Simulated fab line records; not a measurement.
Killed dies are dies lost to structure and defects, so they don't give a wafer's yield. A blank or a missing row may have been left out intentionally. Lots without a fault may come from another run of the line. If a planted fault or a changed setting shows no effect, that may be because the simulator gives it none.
fab line records	flow n5_finfet
record lots=24	wafers=72	last_day=19
route steps=1938 shown BEOL_M6@1196 BEOL_M7@1263
lots with no fault: from the same line, run without faults
start_h: hours from the record's first day to the start of the lot's first wafer shown	wait_h: hours elapsed since this lot's preceding step	" same as the row above	L1.1+2: a row that stands for several wafers	- no value, or no start was given	* or withheld: withheld	< > ~ a bound
route shown NAME@n: names a module that has steps shown in the file, with the first one's number in the route	usual: average and standard deviation across the fault-free wafers	same: alike in all rows	chamber/n: place in a boat	sites: each site's reading	_std_site: the standard deviation of these	_edge_site: outer sites' mean less inner sites'	radius_mm: how far each site lies from the wafer's centre	mask NAME#n: copy n	behind: the last tool/chamber to shape the wafer	hold: why the lot went on hold/how many hours it stayed there/how the hold came to an end	device: the n, p or np transistor that did not switch	end of line: the route-end tests of the same wafers	for a step that has no rows: nothing shown but its recipe	killed: dies that structure and defects cost at the first sort, which is not the same as the wafer's yield	map: a wafer's dies, marking killed ones x, the rest . and places with no die _
set.NAME: the setting the step ran with; set.NAME@STEP: the setting that earlier step ran with	model.NAME: the simulator's own value behind a step, which no gauge read
a sample of lots followed through the steps of the route, with each step as a table and each wafer as a row
services: when a tool's chamber went out of use (start_h, in hours from the record's first day, below 0 if earlier), for how many hours, and the reason
## steps
# step N5_BEOL_M6_THK_MEAS_01
# recipe reads=SiCOH_lowk_of_BEOL_M6_ILD_DEP_00
# usual M6_ILD_THK=155.7/2
lot.wafer	tool	chamber	start_h	wait_h	M6_ILD_THK[nm]
L074.3	film_metro-01	-	214.68	0.5	154.2
L074.5	"	-	"	"	154.8
L074.6	"	-	"	"	154.7
L075.2	film_metro-02	-	217.74	0.4	158.3
L075.3	"	-	"	"	152.6
L075.5	"	-	"	"	158.2
L076.1	film_metro-02	-	220.47	0.4	156.4
L076.2	"	-	"	"	152.8
L076.6	"	-	"	"	157.9
L077.1	film_metro-02	-	228.47	0.4	150.2
L077.2	"	-	"	"	153.1
L077.6	"	-	"	"	154.5
L078.1	film_metro-02	-	233.87	0.4	153.9
L078.3	"	-	"	"	155.0
L078.4	"	-	"	"	156.7
L080.3	film_metro-02	-	251.42	0.3	156.3
L080.5	"	-	"	"	158.1
L080.6	"	-	"	"	156.5
L079.1	film_metro-02	-	254.32	0.8	154.2
L079.3	"	-	"	"	151.6
L079.6	"	-	"	"	156.3
L081.1	film_metro-02	-	255.32	0.8	153.8
L081.2	"	-	"	"	153.3
L081.5	"	-	"	"	157.4
L082.1	film_metro-02	-	259.68	0.8	155.4
L082.2	"	-	"	"	156.9
L082.6	"	-	"	"	157.2
L083.1	film_metro-02	-	262.75	0.8	155.5
L083.2	"	-	"	"	152.7
L083.3	"	-	"	"	155.2
L084.1	film_metro-01	-	267.31	0.4	158.2
L084.5	"	-	"	"	157.8
L084.6	"	-	"	"	156.7
L087.2	film_metro-01	-	278.71	0.4	153.0
L087.5	"	-	"	"	157.1
L087.6	"	-	"	"	155.2
L085.1	film_metro-01	-	289.80	0.8	154.6
L085.3	"	-	"	"	152.3
L085.6	"	-	"	"	156.8
L086.1	film_metro-02	-	293.97	0.4	154.1
L086.3	"	-	"	"	151.9
L086.5	"	-	"	"	154.8
L089.1	film_metro-01	-	298.88	0.4	153.4
L089.3	"	-	"	"	152.5
L089.6	"	-	"	"	156.7
L088.3	film_metro-02	-	301.87	0.5	156.5
L088.5	"	-	"	"	159.3
L088.6	"	-	"	"	159.1
L091.1	film_metro-01	-	305.07	0.4	155.5
L091.4	"	-	"	"	157.1
L091.6	"	-	"	"	157.3
L092.2	film_metro-01	-	307.38	0.4	156.6
L092.3	"	-	"	"	155.4
L092.6	"	-	"	"	158.7
L090.1	film_metro-01	-	318.81	0.4	156.6
L090.3	"	-	"	"	155.3
L090.5	"	-	"	"	157.5
L093.1	film_metro-01	-	332.52	0.8	154.9
L093.3	"	-	"	"	153.3
L093.5	"	-	"	"	158.3
L095.1	film_metro-02	-	332.61	0.4	156.5
L095.4	"	-	"	"	156.2
L095.6	"	-	"	"	154.1
L094.1	film_metro-02	-	341.26	0.4	153.5
L094.2	"	-	"	"	153.6
L094.5	"	-	"	"	156.7
L096.1	film_metro-02	-	357.56	0.4	154.0
L096.3	"	-	"	"	155.0
L096.4	"	-	"	"	158.0
L097.1	film_metro-02	-	360.42	0.8	157.4
L097.3	"	-	"	"	160.0
L097.6	"	-	"	"	157.3
# step N5_BEOL_M6_ETCH_62
# recipe chemistry=N2/H2	target=SOC	target_depth_a=1100	overetch_a=220	mask_material=SiARC	temp_c=40	time_s=165	ion_energy_ev=200	pressure_mtorr=30	source_w=840	bias_w=150	n2_flow_sccm=200	h2_flow_sccm=200
# usual drypump_motor_current_A=5.8/0.4	h2_flow_sccm=200.0/0.59	n2_flow_sccm=200.0/0.59	oes_product_au=0.66/0.068	rf_vpp_V=524.3/1.9	showerhead_plenum_p_Torr=2.55/0.057	throttle_valve_pct=17.82/0.18
lot.wafer	tool	chamber	start_h	wait_h	drypump_motor_current_A	h2_flow_sccm	n2_flow_sccm	oes_product_au	rf_hours_counter_h	rf_vpp_V	showerhead_plenum_p_Torr	throttle_valve_pct
L074.3	rie_diel-02	3	217.65	0.0	6.4	199.0	200.6	0.75	27	528.7	2.68	17.43
L074.5	"	0	"	"	5.2	200.4	199.6	0.58	-	525.8	2.60	18.14
L074.6	"	3	"	"	6.4	198.8	200.3	0.76	-	529.0	2.68	17.45
L075.2	rie_diel-02	3	218.96	0.0	6.4	199.6	199.8	0.75	28	529.3	2.68	17.44
L075.3	"	0	"	"	5.2	199.7	198.5	0.59	239	525.7	2.60	18.13
L075.5	"	3	"	"	6.4	200.9	199.6	0.76	-	528.1	2.68	17.44
L076.1	rie_diel-05	0	221.94	0.0	6.3	199.9	200.4	0.60	183	524.5	2.52	18.01
L076.2	"	2	"	"	5.5	200.0	199.9	0.58	230	521.6	2.52	17.87
L076.6	"	2	"	"	5.5	199.9	199.5	0.59	-	522.8	2.51	17.85
L077.1	rie_diel-06	3	229.89	0.0	5.8	199.5	200.3	0.62	191	524.6	2.50	17.78
L077.2	"	1	"	"	5.7	200.4	200.4	0.70	54	524.0	2.61	17.72
L077.6	"	3	"	"	5.8	199.6	200.4	0.61	-	521.7	2.51	17.79
L078.1	rie_diel-02	2	235.31	0.0	5.8	200.3	198.8	0.70	62	525.4	2.57	17.78
L078.3	"	3	"	"	6.3	200.9	200.3	0.75	35	528.1	2.68	17.46
L078.4	"	2	"	"	5.8	199.6	199.5	0.70	-	525.4	2.57	17.78
L080.3	rie_diel-06	0	253.14	0.0	5.8	199.9	200.2	0.73	57	524.2	2.57	17.84
L080.5	"	0	"	"	5.8	200.1	201.0	0.73	-	523.5	2.57	17.83
L080.6	"	3	"	"	5.8	199.6	199.4	0.61	-	523.3	2.50	17.82
L079.1	rie_diel-02	1	255.98	0.0	5.0	199.8	200.8	0.58	252	524.3	2.49	17.93
L079.3	"	2	"	"	5.8	200.2	200.0	0.70	70	523.6	2.57	17.81
L079.6	"	3	"	"	6.4	200.7	200.2	0.74	-	529.3	2.67	17.48
L081.1	rie_diel-06	0	256.51	0.0	5.8	200.3	199.5	0.73	58	522.9	2.57	17.85
L081.2	"	3	"	"	5.8	201.2	200.4	0.60	201	521.8	2.50	17.82
L081.5	"	3	"	"	5.8	199.7	201.3	0.61	-	523.5	2.50	17.80
L082.1	rie_diel-06	3	261.33	0.0	5.8	199.6	201.0	0.61	202	523.7	2.50	17.82
L082.2	"	2	"	"	6.3	201.0	200.7	0.59	229	522.9	2.50	17.89
L082.6	"	1	"	"	5.7	201.3	200.2	0.69	-	524.5	2.60	17.76
L083.1	rie_diel-05	3	263.92	0.0	5.3	200.1	199.5	0.70	58	525.4	2.59	17.85
L083.2	"	1	"	"	5.4	199.6	200.0	0.61	200	524.1	2.52	18.08
L083.3	"	0	"	"	6.2	200.0	200.2	0.60	199	522.7	2.51	18.04
L084.1	rie_diel-02	3	268.43	0.0	6.4	200.2	199.7	0.73	50	528.2	2.67	17.47
L084.5	"	3	"	"	6.4	199.4	200.1	0.73	-	527.9	2.67	17.47
L084.6	"	1	"	"	4.9	200.5	199.3	0.58	-	522.5	2.49	17.91
L087.2	rie_diel-02	2	281.16	0.0	5.8	200.3	200.2	0.68	81	523.2	2.56	17.82
L087.5	"	2	"	"	5.8	199.5	200.7	0.69	-	523.3	2.56	17.81
L087.6	"	3	"	"	6.4	200.8	200.3	0.72	-	527.8	2.67	17.47
L085.1	rie_diel-06	2	291.96	0.0	6.3	200.5	200.3	0.58	240	523.6	2.50	17.91
L085.3	"	1	"	"	5.8	200.2	200.4	0.69	74	523.7	2.60	17.76
L085.6	"	3	"	"	5.8	201.1	199.3	0.60	-	523.1	2.50	17.83
L086.1	rie_diel-02	0	295.73	0.0	5.2	200.8	199.7	0.77	13	524.5	2.59	17.69
L086.3	"	2	"	"	5.8	199.4	200.5	0.68	88	524.6	2.56	17.84
L086.5	"	0	"	"	5.2	199.6	200.0	0.77	-	524.8	2.59	17.68
L089.1	rie_diel-05	0	300.89	0.0	6.3	200.7	198.9	0.59	213	523.7	2.51	18.07
L089.3	"	3	"	"	5.3	200.3	199.7	0.68	73	524.6	2.59	17.86
L089.6	"	1	"	"	5.4	199.2	200.4	0.60	-	524.6	2.52	18.13
L088.3	rie_diel-06	1	304.63	0.0	5.8	199.5	200.3	0.68	78	525.0	2.60	17.78
L088.5	"	0	"	"	5.8	200.0	200.8	0.70	-	524.2	2.56	17.88
L088.6	"	3	"	"	5.8	198.9	200.5	0.60	-	522.6	2.49	17.84
L091.1	rie_diel-02	1	306.18	0.0	5.0	200.1	199.9	0.83	1	523.1	2.49	17.47
L091.4	"	2	"	"	5.8	200.3	200.5	0.68	92	523.4	2.56	17.85
L091.6	"	3	"	"	6.4	200.9	199.2	0.71	-	527.1	2.66	17.52
L092.2	rie_diel-06	3	309.81	0.0	5.8	199.5	200.1	0.60	220	522.7	2.49	17.83
L092.3	"	2	"	"	6.3	200.0	200.3	0.58	246	521.6	2.49	17.93
L092.6	"	2	"	"	6.3	200.5	199.2	0.57	-	521.1	2.49	17.92
L090.1	rie_diel-05	0	320.38	0.0	6.3	199.1	199.9	0.58	222	524.4	2.50	18.06
L090.3	"	1	"	"	5.4	200.3	199.6	0.60	223	522.0	2.51	18.12
L090.5	"	2	"	"	5.5	201.1	199.6	0.80	-	521.4	2.50	17.46
L093.1	rie_diel-06	1	334.34	0.0	5.7	200.7	199.7	0.67	90	525.2	2.59	17.81
L093.3	"	0	"	"	5.8	200.2	199.0	0.69	87	523.9	2.55	17.89
L093.5	"	0	"	"	5.8	200.4	199.8	0.69	-	524.6	2.55	17.89
L095.1	rie_diel-06	1	334.60	0.0	5.8	200.6	199.9	0.68	90	525.7	2.59	17.80
L095.4	"	3	"	"	5.8	200.2	198.8	0.60	-	521.7	2.49	17.86
L095.6	"	1	"	"	5.7	199.5	200.3	0.67	-	525.1	2.59	17.79
L094.1	rie_diel-06	0	343.28	0.0	5.8	199.1	200.8	0.68	92	524.8	2.55	17.91
L094.2	"	3	"	"	5.8	200.0	199.7	0.59	234	523.1	2.49	17.89
L094.5	"	3	"	"	5.8	200.3	199.0	0.59	-	523.3	2.49	17.87
L096.1	rie_diel-05	1	360.09	0.0	5.4	200.7	199.6	0.59	237	523.0	2.51	18.15
L096.3	"	0	"	"	6.2	200.4	200.9	0.57	238	522.8	2.50	18.12
L096.4	"	3	"	"	5.3	199.9	201.0	0.67	96	524.6	2.57	17.94
L097.1	rie_diel-06	1	361.51	0.0	5.7	199.3	200.1	0.66	103	525.1	2.59	17.81
L097.3	"	3	"	"	5.8	200.6	199.8	0.58	243	524.0	2.48	17.87
L097.6	"	3	"	"	5.8	200.6	200.7	0.58	-	522.0	2.48	17.86
# step N5_BEOL_M6_STRIP_67
# recipe chemistry=CF4	resist=SiARC	power_w=300	bias_power_w=75	pressure_mtorr=50	cf4_flow_sccm=150	rf_frequency_hz=6e+07
# usual drypump_motor_current_A=5.7/0.4	oes_product_au=0.78/0.08	rf_vpp_V=271.3/1.1	showerhead_plenum_p_Torr=1.81/0.044	throttle_valve_pct=13.63/0.19
lot.wafer	tool	chamber	start_h	wait_h	drypump_motor_current_A	oes_product_au	rf_hours_counter_h	rf_vpp_V	showerhead_plenum_p_Torr	throttle_valve_pct
L074.3	rie_diel-02	3	217.80	0.0	6.3	0.89	27	273.6	1.91	13.48
L074.5	"	0	"	"	5.2	0.69	-	271.5	1.85	14.04
L074.6	"	3	"	"	6.4	0.89	-	272.7	1.91	13.46
L075.2	rie_diel-02	3	219.11	0.0	6.4	0.89	28	273.4	1.91	13.48
L075.3	"	0	"	"	5.2	0.70	240	270.4	1.85	14.05
L075.5	"	3	"	"	6.4	0.88	-	273.2	1.91	13.48
L076.1	rie_diel-05	0	222.08	0.0	6.2	0.72	183	271.5	1.78	13.77
L076.2	"	2	"	"	5.5	0.69	230	272.5	1.78	13.74
L076.6	"	2	"	"	5.5	0.69	-	272.7	1.78	13.74
L077.1	rie_diel-06	3	230.04	0.0	5.8	0.72	191	269.9	1.77	13.70
L077.2	"	1	"	"	5.7	0.84	54	272.9	1.83	13.39
L077.6	"	3	"	"	5.8	0.73	-	270.5	1.77	13.70
L078.1	rie_diel-02	2	235.46	0.0	5.8	0.83	62	269.9	1.82	13.53
L078.3	"	3	"	"	6.4	0.89	35	272.9	1.90	13.50
L078.4	"	2	"	"	5.8	0.84	-	272.2	1.82	13.51
L080.3	rie_diel-06	0	253.28	0.0	5.8	0.85	57	273.2	1.83	13.49
L080.5	"	0	"	"	5.9	0.85	-	271.3	1.83	13.51
L080.6	"	3	"	"	5.8	0.72	-	269.7	1.77	13.73
L079.1	rie_diel-02	1	256.13	0.0	5.0	0.68	252	270.7	1.75	13.69
L079.3	"	2	"	"	5.8	0.82	70	270.7	1.82	13.55
L079.6	"	3	"	"	6.4	0.88	-	273.3	1.90	13.51
L081.1	rie_diel-06	0	256.65	0.0	5.8	0.85	58	273.0	1.83	13.51
L081.2	"	3	"	"	5.8	0.72	201	270.2	1.77	13.72
L081.5	"	3	"	"	5.8	0.71	-	271.0	1.77	13.72
L082.1	rie_diel-06	3	261.48	0.0	5.8	0.72	202	270.9	1.77	13.71
L082.2	"	2	"	"	6.3	0.69	229	271.3	1.78	13.87
L082.6	"	1	"	"	5.7	0.82	-	272.2	1.83	13.43
L083.1	rie_diel-05	3	264.06	0.0	5.3	0.83	58	271.5	1.81	13.34
L083.2	"	1	"	"	5.4	0.71	200	271.9	1.78	13.90
L083.3	"	0	"	"	6.2	0.70	199	270.5	1.77	13.83
L084.1	rie_diel-02	3	268.58	0.0	6.4	0.86	50	272.3	1.90	13.53
L084.5	"	3	"	"	6.3	0.85	-	273.3	1.90	13.53
L084.6	"	1	"	"	5.0	0.68	-	271.9	1.75	13.72
L087.2	rie_diel-02	2	281.30	0.0	5.8	0.81	81	272.8	1.82	13.56
L087.5	"	2	"	"	5.8	0.82	-	272.3	1.82	13.56
L087.6	"	3	"	"	6.3	0.84	-	273.5	1.90	13.53
L085.1	rie_diel-06	2	292.10	0.0	6.3	0.68	240	271.2	1.78	13.89
L085.3	"	1	"	"	5.7	0.81	74	270.8	1.83	13.46
L085.6	"	3	"	"	5.8	0.70	-	271.8	1.77	13.74
L086.1	rie_diel-02	0	295.88	0.0	5.1	0.91	13	271.9	1.84	13.50
L086.3	"	2	"	"	5.8	0.80	88	272.6	1.82	13.60
L086.5	"	0	"	"	5.1	0.91	-	272.0	1.84	13.51
L089.1	rie_diel-05	0	301.03	0.0	6.2	0.69	213	271.2	1.77	13.84
L089.3	"	3	"	"	5.3	0.82	73	272.6	1.81	13.37
L089.6	"	1	"	"	5.4	0.71	-	272.2	1.78	13.93
L088.3	rie_diel-06	1	304.77	0.0	5.7	0.81	78	271.0	1.83	13.45
L088.5	"	0	"	"	5.8	0.83	-	272.9	1.82	13.56
L088.6	"	3	"	"	5.8	0.70	-	269.4	1.76	13.75
L091.1	rie_diel-02	1	306.32	0.0	4.9	0.98	1	270.8	1.75	13.15
L091.4	"	2	"	"	5.8	0.80	92	270.0	1.82	13.60
L091.6	"	3	"	"	6.4	0.84	-	273.1	1.90	13.59
L092.2	rie_diel-06	3	309.96	0.0	5.8	0.71	220	271.4	1.76	13.76
L092.3	"	2	"	"	6.3	0.68	246	269.0	1.78	13.91
L092.6	"	2	"	"	6.3	0.68	-	271.1	1.78	13.91
L090.1	rie_diel-05	0	320.52	0.0	6.2	0.68	222	270.3	1.77	13.88
L090.3	"	1	"	"	5.4	0.71	223	271.1	1.77	13.94
L090.5	"	2	"	"	5.5	0.93	-	270.8	1.77	13.22
L093.1	rie_diel-06	1	334.49	0.0	5.7	0.78	90	270.0	1.82	13.51
L093.3	"	0	"	"	5.8	0.82	87	271.5	1.82	13.58
L093.5	"	0	"	"	5.8	0.82	-	271.3	1.82	13.58
L095.1	rie_diel-06	1	334.74	0.0	5.8	0.79	90	269.7	1.82	13.49
L095.4	"	3	"	"	5.8	0.70	-	271.0	1.76	13.79
L095.6	"	1	"	"	5.8	0.80	-	271.7	1.82	13.48
L094.1	rie_diel-06	0	343.42	0.0	5.8	0.82	92	271.9	1.82	13.59
L094.2	"	3	"	"	5.8	0.70	234	269.4	1.76	13.80
L094.5	"	3	"	"	5.8	0.70	-	271.5	1.76	13.78
L096.1	rie_diel-05	1	360.24	0.0	5.4	0.70	237	271.3	1.77	14.01
L096.3	"	0	"	"	6.3	0.67	238	270.8	1.76	13.93
L096.4	"	3	"	"	5.3	0.78	96	271.8	1.80	13.43
L097.1	rie_diel-06	1	361.66	0.0	5.7	0.77	103	271.3	1.82	13.50
L097.3	"	3	"	"	5.8	0.70	243	272.3	1.76	13.83
L097.6	"	3	"	"	5.8	0.68	-	270.5	1.76	13.83
# step N5_BEOL_M6_ALD_77
# recipe material=TaN	target_thk_a=20	temp_c=275	ald_precursor_family=PDMAT	ald_co_reactant=NH3	pressure_torr=3	carrier_flow_sccm=1500	pulse_time_s=2	purge_time_s=3	co_reactant_purge_time_s=2	co_reactant_pulse_time_s=3	ald_cycles=40	precursor_vessel_temp_c=75	precursor_vessel_pressure_torr=26.25	precursor_vessel_carrier_sccm=1000
# usual heater_power_w=415/42	mfc_carrier_sccm=1500/4.3
# same ald_cycles=40	co_reactant_purge_time_s=2
lot.wafer	tool	chamber	start_h	wait_h	heater_power_w	mfc_carrier_sccm
L074.3	ald_metal-02	3	221.66	0.0	374	1497
L074.5	"	2	"	"	358	1506
L074.6	"	1	"	"	404	1494
L075.2	ald_metal-04	0	222.50	0.0	437	1500
L075.3	"	2	"	"	409	1502
L075.5	"	2	"	"	412	1504
L076.1	ald_metal-03	3	225.25	0.1	458	1502
L076.2	"	2	"	"	419	1504
L076.6	"	0	"	"	503	1502
L077.1	ald_metal-02	0	234.31	0.0	447	1494
L077.2	"	2	"	"	340	1493
L077.6	"	0	"	"	447	1497
L078.1	ald_metal-02	3	238.73	0.1	371	1498
L078.3	"	2	"	"	353	1503
L078.4	"	0	"	"	445	1504
L080.3	ald_metal-02	0	255.64	0.1	447	1497
L080.5	"	0	"	"	445	1502
L080.6	"	2	"	"	339	1500
L079.1	ald_metal-02	0	258.38	0.0	444	1497
L079.3	"	1	"	"	413	1500
L079.6	"	0	"	"	447	1498
L081.1	ald_metal-02	2	258.99	0.1	354	1499
L081.2	"	0	"	"	436	1501
L081.5	"	2	"	"	354	1503
L082.1	ald_metal-04	1	267.28	0.1	401	1500
L082.2	"	0	"	"	438	1500
L082.6	"	0	"	"	441	1495
L083.1	ald_metal-02	0	268.12	0.0	443	1502
L083.2	"	2	"	"	345	1494
L083.3	"	1	"	"	410	1506
L084.1	ald_metal-04	2	271.32	0.0	407	1500
L084.5	"	1	"	"	406	1498
L084.6	"	0	"	"	438	1506
L087.2	ald_metal-03	0	284.46	0.0	498	1504
L087.5	"	3	"	"	451	1504
L087.6	"	0	"	"	485	1502
L085.1	ald_metal-04	3	295.33	0.0	333	1507
L085.3	"	1	"	"	393	1505
L085.6	"	0	"	"	440	1507
L086.1	ald_metal-02	3	298.36	0.0	387	1504
L086.3	"	2	"	"	358	1499
L086.5	"	0	"	"	439	1502
L089.1	ald_metal-04	0	305.32	0.0	437	1497
L089.3	"	2	"	"	404	1498
L089.6	"	2	"	"	401	1497
L091.1	ald_metal-03	0	310.82	0.0	501	1501
L091.4	"	3	"	"	456	1497
L091.6	"	2	"	"	425	1505
L088.3	ald_metal-02	1	311.69	0.0	412	1504
L088.5	"	0	"	"	456	1502
L088.6	"	3	"	"	368	1500
L092.2	ald_metal-03	1	312.22	0.2	399	1501
L092.3	"	2	"	"	424	1498
L092.6	"	1	"	"	394	1500
L090.1	ald_metal-03	3	324.93	0.0	471	1504
L090.3	"	2	"	"	413	1503
L090.5	"	3	"	"	471	1502
L093.1	ald_metal-03	3	336.71	0.3	463	1501
L093.3	"	1	"	"	396	1497
L093.5	"	3	"	"	465	1499
L095.1	ald_metal-03	2	338.52	0.1	431	1498
L095.4	"	0	"	"	506	1495
L095.6	"	1	"	"	405	1503
L094.1	ald_metal-02	1	347.17	0.1	411	1494
L094.2	"	0	"	"	429	1499
L094.5	"	1	"	"	410	1498
L096.1	ald_metal-02	3	366.33	0.0	375	1506
L096.3	"	2	"	"	353	1503
L096.4	"	0	"	"	435	1505
L097.1	ald_metal-03	3	366.41	0.0	464	1499
L097.3	"	1	"	"	384	1501
L097.6	"	1	"	"	388	1502
# step N5_BEOL_M6_SURFACE_TREAT_79
# recipe gas=Ar	time_s=*	ion_energy_ev=*	ion_current_ma_cm2=0.5	pressure_mtorr=*	ar_flow_sccm=30
# usual throttle_valve_pct=*
lot.wafer	tool	chamber	start_h	wait_h	throttle_valve_pct
L074.3	pvd_sputter-01	-	221.99	0.2	*
L074.5	"	-	"	"	*
L074.6	"	-	"	"	*
L075.2	pvd_sputter-03	-	224.42	1.8	*
L075.3	"	-	"	"	*
L075.5	"	-	"	"	*
L076.1	pvd_sputter-03	-	225.61	0.2	*
L076.2	"	-	"	"	*
L076.6	"	-	"	"	*
L077.1	pvd_sputter-01	-	234.61	0.2	*
L077.2	"	-	"	"	*
L077.6	"	-	"	"	*
L078.1	pvd_sputter-02	-	240.53	1.7	*
L078.3	"	-	"	"	*
L078.4	"	-	"	"	*
L080.3	pvd_sputter-02	-	257.57	1.8	*
L080.5	"	-	"	"	*
L080.6	"	-	"	"	*
L079.1	pvd_sputter-03	-	258.68	0.2	*
L079.3	"	-	"	"	*
L079.6	"	-	"	"	*
L081.1	pvd_sputter-02	-	259.29	0.2	*
L081.2	"	-	"	"	*
L081.5	"	-	"	"	*
L082.1	pvd_sputter-03	-	267.84	0.4	*
L082.2	"	-	"	"	*
L082.6	"	-	"	"	*
L083.1	pvd_sputter-03	-	268.46	0.2	*
L083.2	"	-	"	"	*
L083.3	"	-	"	"	*
L084.1	pvd_sputter-03	-	271.68	0.2	*
L084.5	"	-	"	"	*
L084.6	"	-	"	"	*
L087.2	pvd_sputter-01	-	284.80	0.2	*
L087.5	"	-	"	"	*
L087.6	"	-	"	"	*
L085.1	pvd_sputter-03	-	295.71	0.2	*
L085.3	"	-	"	"	*
L085.6	"	-	"	"	*
L086.1	pvd_sputter-02	-	298.87	0.4	*
L086.3	"	-	"	"	*
L086.5	"	-	"	"	*
L089.1	pvd_sputter-01	-	305.62	0.2	*
L089.3	"	-	"	"	*
L089.6	"	-	"	"	*
L091.1	pvd_sputter-02	-	311.14	0.2	*
L091.4	"	-	"	"	*
L091.6	"	-	"	"	*
L088.3	pvd_sputter-02	-	311.97	0.2	*
L088.5	"	-	"	"	*
L088.6	"	-	"	"	*
L092.2	pvd_sputter-01	-	312.60	0.3	*
L092.3	"	-	"	"	*
L092.6	"	-	"	"	*
L090.1	pvd_sputter-01	-	325.48	0.4	*
L090.3	"	-	"	"	*
L090.5	"	-	"	"	*
L093.1	pvd_sputter-02	-	337.87	1.0	*
L093.3	"	-	"	"	*
L093.5	"	-	"	"	*
L095.1	pvd_sputter-03	-	338.84	0.2	*
L095.4	"	-	"	"	*
L095.6	"	-	"	"	*
L094.1	pvd_sputter-02	-	347.59	0.3	*
L094.2	"	-	"	"	*
L094.5	"	-	"	"	*
L096.1	pvd_sputter-02	-	366.76	0.3	*
L096.3	"	-	"	"	*
L096.4	"	-	"	"	*
L097.1	pvd_sputter-02	-	366.80	0.3	*
L097.3	"	-	"	"	*
L097.6	"	-	"	"	*
# step N5_BEOL_M7_ILD_DEP_00
# recipe material=SiCOH_lowk	target_thk_a=1797.5	temp_c=300	precursor=DEMS/porogen	pressure_torr=5	rf_w=500	time_s=33.4
# usual heater_power_w=296/37	showerhead_plenum_p_Torr=5.741/0.013	throttle_valve_pct=14.1/0.64
lot.wafer	tool	chamber	start_h	wait_h	heater_power_w	showerhead_plenum_p_Torr	throttle_valve_pct
L074.3	pecvd-03	0	223.83	0.1	273	5.742	14.2
L074.5	"	0	"	"	290	5.741	14.2
L074.6	"	2	"	"	270	5.742	13.9
L075.2	pecvd-04	0	225.68	0.0	213	5.750	15.0
L075.3	"	2	"	"	350	5.721	13.3
L075.5	"	2	"	"	354	5.728	13.3
L076.1	pecvd-03	2	226.84	0.0	249	5.748	13.8
L076.2	"	0	"	"	261	5.727	14.1
L076.6	"	2	"	"	261	5.739	13.7
L077.1	pecvd-02	2	236.79	0.0	322	5.751	13.1
L077.2	"	1	"	"	319	5.725	13.8
L077.6	"	0	"	"	348	5.741	14.2
L078.1	pecvd-02	1	241.84	0.0	334	5.731	13.7
L078.3	"	2	"	"	340	5.736	13.2
L078.4	"	2	"	"	351	5.726	13.2
L080.3	pecvd-03	2	258.80	0.0	266	5.750	13.6
L080.5	"	0	"	"	292	5.738	14.3
L080.6	"	1	"	"	305	5.738	15.3
L079.1	pecvd-02	1	260.13	0.0	305	5.739	13.4
L079.3	"	2	"	"	297	5.742	13.0
L079.6	"	2	"	"	312	5.747	13.3
L081.1	pecvd-04	1	261.54	0.0	278	5.759	14.4
L081.2	"	0	"	"	255	5.764	15.1
L081.5	"	2	"	"	333	5.728	13.3
L082.1	pecvd-04	0	269.25	0.0	223	5.762	15.1
L082.2	"	2	"	"	303	5.719	13.4
L082.6	"	0	"	"	226	5.765	15.0
L083.1	pecvd-04	2	269.87	0.0	337	5.719	13.3
L083.2	"	1	"	"	300	5.770	14.3
L083.3	"	0	"	"	242	5.755	15.0
L084.1	pecvd-02	2	272.89	0.0	346	5.725	13.2
L084.5	"	0	"	"	316	5.737	14.4
L084.6	"	1	"	"	279	5.724	13.9
L087.2	pecvd-04	1	287.67	0.0	285	5.758	14.0
L087.5	"	2	"	"	366	5.724	13.2
L087.6	"	1	"	"	296	5.760	14.4
L085.1	pecvd-04	2	297.35	0.0	354	5.723	13.1
L085.3	"	0	"	"	237	5.747	15.1
L085.6	"	0	"	"	232	5.756	15.2
L086.1	pecvd-04	0	301.88	0.0	278	5.766	14.8
L086.3	"	1	"	"	268	5.731	14.4
L086.5	"	0	"	"	225	5.759	15.1
L089.1	pecvd-02	1	307.25	0.0	297	5.748	13.7
L089.3	"	0	"	"	331	5.748	14.3
L089.6	"	1	"	"	296	5.741	13.6
L091.1	pecvd-02	2	312.41	0.0	320	5.746	13.3
L091.4	"	0	"	"	326	5.740	14.1
L091.6	"	2	"	"	320	5.734	13.4
L088.3	pecvd-02	0	313.16	0.0	328	5.735	14.4
L088.5	"	1	"	"	293	5.744	13.6
L088.6	"	2	"	"	298	5.735	13.1
L092.2	pecvd-03	0	314.13	0.0	316	5.721	14.2
L092.3	"	2	"	"	263	5.746	14.0
L092.6	"	1	"	"	315	5.732	15.2
L090.1	pecvd-03	0	328.30	0.0	266	5.743	14.4
L090.3	"	1	"	"	326	5.736	15.1
L090.5	"	2	"	"	230	5.737	13.6
L093.1	pecvd-02	1	339.99	0.1	307	5.747	13.6
L093.3	"	0	"	"	320	5.735	14.1
L093.5	"	2	"	"	330	5.733	13.3
L095.1	pecvd-02	2	340.14	0.0	314	5.729	13.4
L095.4	"	2	"	"	316	5.746	13.2
L095.6	"	1	"	"	340	5.731	13.5
L094.1	pecvd-04	1	350.42	0.0	256	5.755	14.1
L094.2	"	0	"	"	233	5.741	15.0
L094.5	"	0	"	"	246	5.748	15.0
L097.1	pecvd-03	2	369.27	0.0	244	5.744	13.9
L097.3	"	0	"	"	314	5.758	14.4
L097.6	"	2	"	"	247	5.747	13.6
L096.1	pecvd-04	0	369.39	0.0	264	5.764	14.9
L096.3	"	2	"	"	304	5.723	13.4
L096.4	"	0	"	"	266	5.750	15.0
## services
tool	chamber	start_h	hours	kind
ald_metal-04	-	200.56	1.5	repair
pecvd-04	-	203.08	1.3	repair
rie_diel-02	2	212.97	7.8	repair
pecvd-03	1	223.73	6.0	repair
rie_diel-02	0	233.99	1.9	repair
pecvd-03	2	234.72	9.0	repair
ald_metal-03	-	241.33	28.1	pm
ald_metal-02	3	248.53	27.0	repair
rie_diel-02	0	250.82	-	clean
rie_diel-02	0	250.82	-	consumable_replace:focus_ring
rie_diel-02	0	250.82	18.0	scheduled_down
rie_diel-02	0	250.82	18.0	vent_cycle
pecvd-04	0	256.02	5.2	repair
rie_diel-02	1	269.00	-	clean
rie_diel-02	1	269.00	-	consumable_replace:focus_ring
rie_diel-02	2	274.60	2.7	repair
pecvd-04	2	301.00	2.5	repair
ald_metal-04	-	310.95	8.7	pm
rie_diel-06	2	318.16	10.9	repair
ald_metal-04	-	337.25	14.0	pm
pecvd-02	-	337.78	0.8	pm
rie_diel-02	0	359.18	8.3	repair
ald_metal-03	0	363.37	7.8	repair
pecvd-03	-	366.60	2.4	repair
## key
fault none
